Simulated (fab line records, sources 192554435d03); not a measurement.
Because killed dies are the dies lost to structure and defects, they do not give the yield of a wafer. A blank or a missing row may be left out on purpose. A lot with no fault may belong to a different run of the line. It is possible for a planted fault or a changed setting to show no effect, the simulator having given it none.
Which tool did it? / flow n5 finfet / Sampling: 11 lots, 33 wafers, 2 of 1938 route steps

== WHAT EACH GAUGE READ, for each wafer ==
N5_BEOL_M11_OCD_MEAS_38.
lot=L332; measured=day 10 09:23; on=ocd-02; trench depth nm (nm)=148.8 147.4 150.8
lot=L334; measured=day 11 03:14; on=ocd-01; trench depth nm (nm)=151.0 153.2 150.3
lot=L333; measured=day 11 03:34; on=ocd-01; trench depth nm (nm)=149.2 149.4 148.0
lot=L337; measured=day 11 15:25; on=ocd-02; trench depth nm (nm)=146.1 147.1 151.0
lot=L341; measured=day 13 04:10; on=ocd-02; trench depth nm (nm)=147.0 148.2 147.2
lot=L343; measured=day 14 00:49; on=ocd-01; trench depth nm (nm)=152.8 152.0 149.8
lot=L345; measured=day 14 01:17; on=ocd-02; trench depth nm (nm)=149.0 148.6 151.1
lot=L351; measured=day 15 11:21; on=ocd-01; trench depth nm (nm)=151.3 152.7 152.6
lot=L352; measured=day 15 14:23; on=ocd-02; trench depth nm (nm)=145.9 148.5 149.3
lot=L354; measured=day 16 07:07; on=ocd-02; trench depth nm (nm)=149.4 150.7 151.3
lot=L353; measured=day 16 07:56; on=ocd-01; trench depth nm (nm)=147.4 145.2 146.5

== TOOL THAT RAN EACH LOT (tool first, then ch and the chambers of the sampled wafers, then the start) ==
lot=L332; N5_BEOL_M11_TRENCH_ETCH_37=rie diel-03 ch 0,1,3, day 10 09:23 or earlier
lot=L334; N5_BEOL_M11_TRENCH_ETCH_37=rie diel-01 ch 0,1,2, day 11 03:14 or earlier
lot=L333; N5_BEOL_M11_TRENCH_ETCH_37=rie diel-04 ch 0,2,3, day 11 03:34 or earlier
lot=L337; N5_BEOL_M11_TRENCH_ETCH_37=rie diel-04 ch 1,3, day 11 15:25 or earlier
lot=L341; N5_BEOL_M11_TRENCH_ETCH_37=rie diel-03 ch 1,2,3, day 13 04:10 or earlier
lot=L343; N5_BEOL_M11_TRENCH_ETCH_37=rie diel-01 ch 1,2,3, day 14 00:49 or earlier
lot=L345; N5_BEOL_M11_TRENCH_ETCH_37=rie diel-01 ch 0,2,3, day 14 01:17 or earlier
lot=L351; N5_BEOL_M11_TRENCH_ETCH_37=rie diel-04 ch 1,3, day 15 11:21 or earlier
lot=L352; N5_BEOL_M11_TRENCH_ETCH_37=rie diel-03 ch 0,1,3, day 15 14:23 or earlier
lot=L354; N5_BEOL_M11_TRENCH_ETCH_37=rie diel-01 ch 1,2,3, day 16 07:07 or earlier
lot=L353; N5_BEOL_M11_TRENCH_ETCH_37=rie diel-03 ch 0,1,3, day 16 07:56 or earlier
- N5_BEOL_M11_TRENCH_ETCH_37: etches SiCOH lowk in C4F6/O2, target depth 148.83 nm, time 48 s.

== THE ANSWER, worked out from the rows above alone ==
Rule: the usual values come from the lots themselves. Put in order of their means at a reading, lots are off if they are a third of the lots or fewer, leave a main group of 4 or more, and stand apart from it by a gap of 3 or more times the standard deviation of the main group's means; of several such gaps the widest counts. The tables above print the reading to a certain number of digits; a main group whose means all agree to those digits is not used. A lot without any number at a reading at which 4 lots or more have one is off too. Where the step has rows for the other lots, those lots are counted as sound.
No lot is off at any reading shown: from this, nothing can be told.

== WHAT HAD BEEN PUT IN BY THE SIMULATOR ==
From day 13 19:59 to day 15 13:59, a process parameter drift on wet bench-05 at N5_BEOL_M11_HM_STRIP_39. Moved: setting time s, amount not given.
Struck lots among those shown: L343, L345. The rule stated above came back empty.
